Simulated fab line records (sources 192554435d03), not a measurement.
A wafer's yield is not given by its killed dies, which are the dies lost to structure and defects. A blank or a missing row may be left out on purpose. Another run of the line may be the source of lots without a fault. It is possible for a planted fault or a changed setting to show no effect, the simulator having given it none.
Struck lot and sound lot, side by side || flow n5 finfet || 26 out of 1938 route steps
Sound: the wafers L970.1, L970.5, L970.6. Wafers L984.1, L984.3, L984.6 were the ones struck. The cause comes at the end.
Per side, at each step with rows, come the tool, then ch with its chambers, and then its first start. Under that, the readings that differ: sound wafers || struck wafers || difference of the means || sigmas: that difference in standard deviations of wafers without a fault.
alike: readings whose means differ by less than 2 such deviations, and words and numbers that are the same on both sides. not compared: withheld readings, readings that some wafer has no value for, bounds like >300 that may hide the same value, and numbers for which the record gives no deviation and whose values overlap.
The two part at a step that has a row with sigmas, a row that says differs or no value, or rows on one side only. Numbers that have no deviation but don't overlap get no sigmas and don't part them. A reading missing from all wafers of one side parts the sides only when that side holds two or more wafers.

N5_STI_FIN_REVEAL_DENSIFY_30:
  sound on rtp anneal-02 ch 0, day 2 18:21; struck on rtp anneal-02 ch 0, day 6 04:23
  alike: lamp power pct
  not compared: wafer_temp_C_max
then, 1 step without rows for these wafers: N5_STI_FIN_REVEAL_ETCHBACK_08 (etches SiO2 in C4F6/O2, target depth 30.5 nm, time 10.167 s).
N5_STI_FIN_REVEAL_STRIP_24: strips in N2/H2, time 90 s.
  sound on rie diel-04 ch 0,3, day 2 18:36; struck on rie diel-04 ch 1,2,3, day 6 04:38
  alike: drypump motor current A, oes product au, rf vpp V, showerhead plenum p Torr, throttle valve pct
  not compared: rf hours counter h
then, 4 steps without rows for these wafers: N5_STI_FIN_REVEAL_PRECLEAN_25 (cleans in SPM, time 90 s); N5_STI_FIN_REVEAL_PRECLEAN_26 (cleans in SC1, time 45 s); N5_STI_FIN_REVEAL_PRECLEAN_29 (cleans in DHF, time 30 s); N5_STI_FIN_REVEAL_SRD_12 (time 30 s).
N5_STI_FIN_REVEAL_RECESS_09: chemistry HF/NH3, target SiO2, afs cycles 11, target depth 42.5 nm, sublimation time 60 s.
  sound on vapor etch-02 ch 0,1, day 2 18:49; struck on vapor etch-02 ch 0,1, day 6 04:53
  alike: drypump motor current A
then, 2 steps without rows for these wafers: N5_STI_FIN_REVEAL_STRIP_16 (strips SiNx in H3PO4, target depth 23.8 nm); N5_STI_FIN_REVEAL_PRECLEAN_17 (cleans in NF3:NH3, afs cycles 1, time 20 s, sublimation time 60 s).
N5_STI_FIN_REVEAL_ETCH_34: etches Si in H2, material Si, target depth 0.97 nm.
  sound on rie si-02 ch 0,1, day 2 20:55; struck on rie si-02 ch 1,2,3, day 6 06:59
  alike: drypump motor current A, oes product au, throttle valve pct
  not compared: rf hours counter h
N5_STI_FIN_REVEAL_OXIDATION_31: chemistry O2 PLASMA REMOTE, time 20 s.
  sound on plasma asher-01 ch 0,1, day 2 20:58; struck on plasma asher-02 ch 0,1, day 6 07:02
  alike: drypump motor current A, heater power w, temp c max
  not compared: rf hours counter h
N5_STI_FIN_REVEAL_PRECLEAN_32: cleans in NF3:NH3, afs cycles 1, time 20 s, sublimation time 60 s.
  sound on remote plasma-02 ch 1, day 2 21:04; struck on remote plasma-02 ch 1, day 6 07:07
then, 5 steps without rows for these wafers: N5_STI_FIN_REVEAL_STRIP_35 (strips Si3N4 in H3PO4, target depth 4 nm, time 39 s); N5_STI_FIN_REVEAL_SRD_21 (time 30 s); N5_STI_FIN_REVEAL_OXIDATION_33 (chemistry O2 PLASMA REMOTE, time 20 s); N5_STI_FIN_REVEAL_CLEAN_19 (cleans in O3/DIW, time 120 s); N5_STI_FIN_REVEAL_SRD_23 (time 30 s).
N5_STI_FIN_REVEAL_CD_MEAS_22: target cd 6.238 nm, pitch 28 nm.
  sound on cd sem-02, day 2 21:29; struck on cd sem-02, day 6 07:39
  alike: cd nm
N5_STI_FIN_REVEAL_FIN_H_MEAS_10:
  sound on ocd-02, day 2 21:31; struck on ocd-02, day 6 07:41
  alike: trench depth nm
then, 2 steps without rows for these wafers: N5_STI_FIN_REVEAL_PRECLEAN_18 (cleans in SC2, time 45 s); N5_STI_FIN_REVEAL_SRD_28 (time 30 s).
N5_STI_FIN_REVEAL_INSPECT_13: inspects for defects (darkfield).
  sound on defect inspect-01, day 2 21:37; struck on defect inspect-01, day 6 07:46
{"reading": "raw defect count", "sound": "6 11 9", "struck": "612 660 605", "difference": "+617", "sigmas": "+99 or more"}
then, 1 step without rows for these wafers: N5_DUMMY_GATE_PRECLEAN_00 (cleans in O3/DIW, time 60 s).
-- here the record skips 8 days between the struck wafers' starts before and after, leaving off in module DUMMY_GATE and picking up in module BEOL_M4 (first step shown: number 1111 of the route) --
N5_BEOL_M4_RC_MEAS_101:
  sound on prober-02 ch 0, day 10 11:38; struck on prober-02 ch 0, day 14 00:18
  alike: DIBL_N, DIBL_P, IOFF_N, IOFF_P, ION_N, ION_P, SS_N, SS_P, VT_N, VT_P
-- the record jumps here: 5 days lie between the struck wafers' starts before and after (it left off in module BEOL_M4 and takes up again in module PASSIVATION, whose first step shown is number 1936 of the route) --
N5_PASSIVATION_PROBE_49:
  the record has rows for the struck wafers here (prober-01, day 18 12:19) and none for the sound ones

WHERE THEY PART
First at N5_STI_FIN_REVEAL_INSPECT_13; last, within this record, at N5_PASSIVATION_PROBE_49.

WHY: the cause the simulator had injected
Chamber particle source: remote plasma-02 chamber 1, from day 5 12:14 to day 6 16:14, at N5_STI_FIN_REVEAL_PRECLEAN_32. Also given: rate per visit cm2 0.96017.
